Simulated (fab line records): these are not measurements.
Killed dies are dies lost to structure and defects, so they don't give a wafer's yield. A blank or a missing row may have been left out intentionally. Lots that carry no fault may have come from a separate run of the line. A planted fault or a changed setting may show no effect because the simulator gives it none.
Problem report in the 8D (eight disciplines) form, filled by code || flow n5-finfet || the parts of the form that need people (team, actions taken, sign-off) are left out

## 1. THE ISSUE
Wafers without a fault read 40, standard deviation 11; killed-at-front-end at N5_PASSIVATION_PROBE_49 reads a mean of 125 on 5 wafers belonging to 2 lots. Measured from the usual mean, that is +7.7 standard deviations.
First observed at day 15 21:28: wafer L520.2, on prober-02. The record has a number at this step for 6 wafers belonging to 2 lots. Rule for "out", or "out of limits": more than 4 standard deviations from the usual mean. The other wafers with a number count as sound.

## 2. WHAT THIS IS AND IS NOT
{"question": "which readings at this step", "is": "killed-at-front-end, sort_bin_5_function", "is not": "killed_at_M0_to_M3, killed_at_M4_up, killed-at-contacts, killed-at-other, killed-open, killed-short, sort_bin_4_leakage, sort_bin_6_memory, sort_bin_8_speed"}
{"question": "which lots", "is": "L520, L521", "is not": "-"}
{"question": "which wafers of those lots", "is": "L520.2, L520.4, L520.6, L521.3, L521.6", "is not": "L521.4"}
{"question": "read on which tools", "is": "prober-01, prober-02", "is not": "-"}
{"question": "when", "is": "from day 15 21:28", "is not": "up to then (0 sound wafers); but 1 sound wafer of L521 came after"}

## 3. THE SUSPECTS, EACH WITH WHAT RULES IT OUT
Counting: a tool at a process step up to the reading stays a suspect if it ran every lot that is out. Sound lots after the first of them don't rule it out here, since some wafers of a struck lot are sound.
- rie-metal-03 at N5_GATE_CUT_VAPOR_ETCH_60 (etches HfO2 in BCl3/Cl2): kept. It ran every lot that is out, first L520 (day 7 03:50).
- Within rie-metal-03 at N5_GATE_CUT_VAPOR_ETCH_60: the wafers that are out ran in chamber 1; their sound lot-mates ran in chamber 0.
Left after counting: rie-metal-03 at N5_GATE_CUT_VAPOR_ETCH_60.

## 4. THE CAUSE (what the simulator had put in)
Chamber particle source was rie-metal-03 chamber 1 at N5_GATE_CUT_VAPOR_ETCH_60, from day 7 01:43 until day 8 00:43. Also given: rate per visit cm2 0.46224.
The count eliminated every tool but this one.

## 5. SEQUENCE OF EFFECTS, ordered by route
Each row: a reading where the mean over the struck wafers with a number is more than 3 standard deviations away from the usual. Only readings whose record carries a usual standard deviation are examined. hours: median over the lots of the time between each lot's start at the first step of this table that gives one and its start at this step. sigmas: the change, counted in usual standard deviations.
{"hours": 0, "step": "N5_PASSIVATION_PROBE_49", "reading": "defect-limited-yield", "usual": "91.1 %", "on struck wafers": 84.4, "change": -6.7, "sigmas": -4.8}
{"hours": 0, "step": "N5_PASSIVATION_PROBE_49", "reading": "killed-at-front-end", "usual": 40, "on struck wafers": 125, "change": "+85", "sigmas": "+7.7"}
{"hours": 0, "step": "N5_PASSIVATION_PROBE_49", "reading": "killed-dies", "usual": 105, "on struck wafers": 184, "change": "+79", "sigmas": "+5.0"}
{"hours": 0, "step": "N5_PASSIVATION_PROBE_49", "reading": "sort_bin_5_function", "usual": "5.2 %", "on struck wafers": 10.5, "change": "+5.3", "sigmas": "+6.1"}
{"hours": 0, "step": "N5_PASSIVATION_PROBE_49", "reading": "sort-n-pass", "usual": 1074, "on struck wafers": 996, "change": -78, "sigmas": -4.6}
{"hours": 0, "step": "N5_PASSIVATION_PROBE_49", "reading": "sort-yield-pct", "usual": "91.0 %", "on struck wafers": 84.4, "change": -6.6, "sigmas": -4.4}
Process steps it contains:
- N5_PASSIVATION_PROBE_49

## 6. WHAT WOULD HAVE CAUGHT IT SOONER
In this record the first reading out of limits was taken at day 15 21:28, 212 hours after the fault began at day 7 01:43.
Of the tool readings at N5_GATE_CUT_VAPOR_ETCH_60 for which the record gives a usual standard deviation, none was out on any struck wafer, so an alarm limit of 4 standard deviations on them would not have fired.
The start of N5_GATE_CUT_VAPOR_ETCH_60 on rie-metal-03 came by day 15 21:28 for every one of the lots that are out (2). Holding the tool at that point would not have protected any of them.
